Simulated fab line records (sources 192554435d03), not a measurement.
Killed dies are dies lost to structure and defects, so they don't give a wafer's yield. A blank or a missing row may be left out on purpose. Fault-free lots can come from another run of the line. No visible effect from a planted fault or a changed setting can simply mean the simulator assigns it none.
Split-lot trial ; flow n5Finfet ; on a route of 1938 steps: 7 lots, 39 wafers read

THE SPLIT ITSELF
At N5_BEOL_M3_ETCH_41 (etches SiCN in CH3F/O2, target depth 29.9 nm, time 52.5 s), the setting targetDepthA was moved away from the recipe's 299 angstrom on 15 of the 39 wafers read, by -40.2% to +45.1%. This setting was run at the recipe's value on the other wafers.

The reading comes from the split's own step.

THE READING
etch.depthNm (the simulator's own value, which no gauge read), in nm, at N5_BEOL_M3_ETCH_41 (etches SiCN in CH3F/O2, target depth 29.9 nm, time 52.5 s). The file gives no usual value for it. The 24 wafers here that ran the recipe average 19.80 nm, standard deviation 0.27 nm.

wafer;tool, chamber at the split;targetDepthA as run, angstrom;against the recipe;etch.depthNm, nm;against lot-mates on the recipe
L076.1;rieDiel-02, 1;362;+21.1%;24.54;+4.72
L076.2;rieDiel-02, 2;299;recipe;19.94;-
L076.6;rieDiel-02, 2;299;recipe;19.94;-
L076.3;rieDiel-02, 0;362;+21.1%;23.67;+3.85
L076.4;rieDiel-02, 3;362;+21.1%;23.44;+3.62
L076.5;rieDiel-02, 3;299;recipe;19.58;-
L081.1;rieDiel-02, 3;299;recipe;19.32;-
L081.2;rieDiel-02, 1;299;recipe;20.31;-
L081.3;rieDiel-02, 0;299;recipe;19.79;-
L081.4;rieDiel-02, 2;299;recipe;19.89;-
L081.5;rieDiel-02, 3;299;recipe;19.35;-
L081.6;rieDiel-02, 2;299;recipe;19.76;-
L082.1;rieDiel-02, 0;181.4;-39.3%;11.93;-8.07
L082.2;rieDiel-02, 2;299;recipe;19.87;-
L082.3;rieDiel-02, 1;299;recipe;20.13;-
L082.4;rieDiel-02, 3;181.4;-39.3%;11.79;-8.21
L082.5;rieDiel-02, 2;299;recipe;19.99;-
L082.6;rieDiel-02, 3;181.4;-39.3%;11.8;-8.20
L087.1;rieDiel-02, 0;299;recipe;19.67;-
L087.2;rieDiel-02, 1;397.6;+33.0%;26.67;+7.08
L087.3;rieDiel-02, 3;299;recipe;19.42;-
L087.4;rieDiel-02, 2;299;recipe;19.69;-
L087.5;rieDiel-02, 1;397.6;+33.0%;26.75;+7.16
L087.6;rieDiel-02, 2;397.6;+33.0%;26.49;+6.90
L089.1;rieDiel-04, 3;299;recipe;20.07;-
L089.2;rieDiel-04, 1;299;recipe;20.11;-
L089.3;rieDiel-04, 0;433.8;+45.1%;28.11;+8.16
L089.4;rieDiel-04, 2;299;recipe;19.67;-
L089.5;rieDiel-04, 3;433.8;+45.1%;29.33;+9.38
L089.6;rieDiel-04, 0;433.8;+45.1%;28.05;+8.10
L093.1;rieDiel-01, 2;178.8;-40.2%;12.12;-7.82
L093.2;rieDiel-01, 0;299;recipe;19.64;-
L093.3;rieDiel-01, 1;178.8;-40.2%;11.76;-8.18
L093.4;rieDiel-01, 3;299;recipe;19.96;-
L093.5;rieDiel-01, 3;178.8;-40.2%;11.93;-8.01
L093.6;rieDiel-01, 2;299;recipe;20.21;-
L092.1;rieDiel-02, 1;299;recipe;19.98;-
L092.2;rieDiel-02, 0;299;recipe;19.37;-
L092.4;rieDiel-02, 2;299;recipe;19.62;-

FIT RESULTS
A straight line over all 39 wafers: etch.depthNm changes by +0.198 nm for each +1% of targetDepthA; r = +1.00; the points scatter about the line by 0.34 nm.
The same after taking each lot's own level away (the mean of its wafers on the recipe; 39 wafers): +0.2 nm for each +1%; r = +1.00; scatter 0.36 nm.
The reading moves by 9 nm for the largest change in targetDepthA, on that fit.
Across the lots, their own levels run from 19.593 to 19.997 nm, a range of 1.5 times the standard deviation given above.
Consequently the slope shifts little with the lot-to-lot level, the two slopes agreeing.
Check: with one of the wafers moved furthest among these (+45.1%) left out of the fit, the line predicts +9.1 nm for it against its lot-mates. Against them it came out at +8.16 nm.

THESE WAFERS: OTHER SPLITS
Before the reading, these wafers also passed through other splits. Each is held against what the fit with the lots' levels taken away leaves over:
other split on the same wafers;wafers away from the commonest value;r with etch.depthNm (lot level and that fit taken away)
N5_BEOL_M2_ILD_DEP_00 timeS;18;+0.07

FILE'S OWN FIT
etch.depthNm changes by +0.2 nm for each +1% of targetDepthA, r = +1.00.
